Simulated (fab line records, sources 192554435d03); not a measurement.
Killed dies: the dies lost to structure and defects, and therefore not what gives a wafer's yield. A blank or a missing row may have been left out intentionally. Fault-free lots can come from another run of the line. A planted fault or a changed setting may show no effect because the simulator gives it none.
Problem report in the 8D (eight disciplines) form, filled by code -- flow n5 finfet -- the parts of the form that need people (team, actions taken, sign-off) are left out

== 1. WHAT WENT WRONG ==
run length s at N5_BEOL_M4_CO_CAP_55 reads a mean of 168.6 s on 3 wafers of 3 lots; wafers without a fault read 125.2 s with a standard deviation of 0.34. So: +99 or more standard deviations from the usual mean.
The step: material Co, precursor CCTBA/H2, target thk 2 nm, time 102.1 s.
The first sign was on wafer L951.5 at day 11 13:29, on cvd co-01. At this step, 18 wafers from 7 lots have a number in the record. The rule behind "out" and "out of limits": a value lying over 4 standard deviations away from the usual mean. The rest of the wafers with a number are treated as sound.

== 2. WHAT IT IS AND WHAT IT IS NOT ==
question,is,is not
which readings at this step,run length s,heater power w
which lots,"L951, L953, L956","L945, L949, L959, L966"
which wafers of those lots,"L951.5, L953.1, L956.5","L951.4, L953.4, L956.2"
read on which tools,cvd co-01,cvd co-02
when,from day 11 13:29,"up to then (7 sound wafers); but 8 sound wafers of L953, L956, L959, L966 came after"

== 3. THE SUSPECTS, EACH WITH WHAT RULES IT OUT ==
Counting: if a tool at a process step up to the reading ran every lot that is out, it stays a suspect. Sound lots after the first of them don't rule it out here, since some wafers of a struck lot are sound.
- cvd co-01 at N5_BEOL_M4_PRE_CLEAN_60 (time 15 s): kept. Every lot that is out went through it, the first being L951 (day 11 13:26); the last sound lot it ran before that was L949 (day 9 08:13).
- cvd co-01 at N5_BEOL_M4_CO_CAP_55 (material Co, precursor CCTBA/H2, target thk 2 nm, time 102.1 s): kept. Every lot that is out went through it, the first being L951 (day 11 13:29); the last sound lot it ran before that was L949 (day 9 08:16). On those wafers its own readings are out: run length s.
The count leaves cvd co-01 at N5_BEOL_M4_CO_CAP_55 and cvd co-01 at N5_BEOL_M4_PRE_CLEAN_60.

== 4. THE CAUSE (what the simulator had put in) ==
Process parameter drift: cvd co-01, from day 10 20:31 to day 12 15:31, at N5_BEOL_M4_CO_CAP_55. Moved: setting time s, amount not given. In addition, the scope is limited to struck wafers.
After counting, 2 suspects remain, this tool included.

== 5. THE EFFECT CHAIN, in route order ==
Each row: a reading where the mean over the struck wafers with a number is more than 3 standard deviations away from the usual. Scope: only readings with a usual standard deviation given in the record; hours: median across lots of the time from each lot's start at the first step in this table that gives one to its start at this step; sigmas: change in usual standard deviations.
hours,step,reading,usual,on struck wafers,change,sigmas
0,N5_BEOL_M4_CO_CAP_55,run length s,125.2 s,168.6,+43.4,+99 or more
Its process steps:
- N5_BEOL_M4_CO_CAP_55: material Co, precursor CCTBA/H2, target thk 2 nm, time 102.1 s.
At these later measuring or inspecting steps, every struck wafer for which the step has a row has a number for every such reading, and none has moved that far: N5_BEOL_M4_RC_MEAS_101.

== 6. HOW IT WOULD HAVE BEEN CAUGHT EARLIER ==
First out-of-limits reading in this record: day 11 13:29, which is 17 hours after fault onset at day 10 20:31.
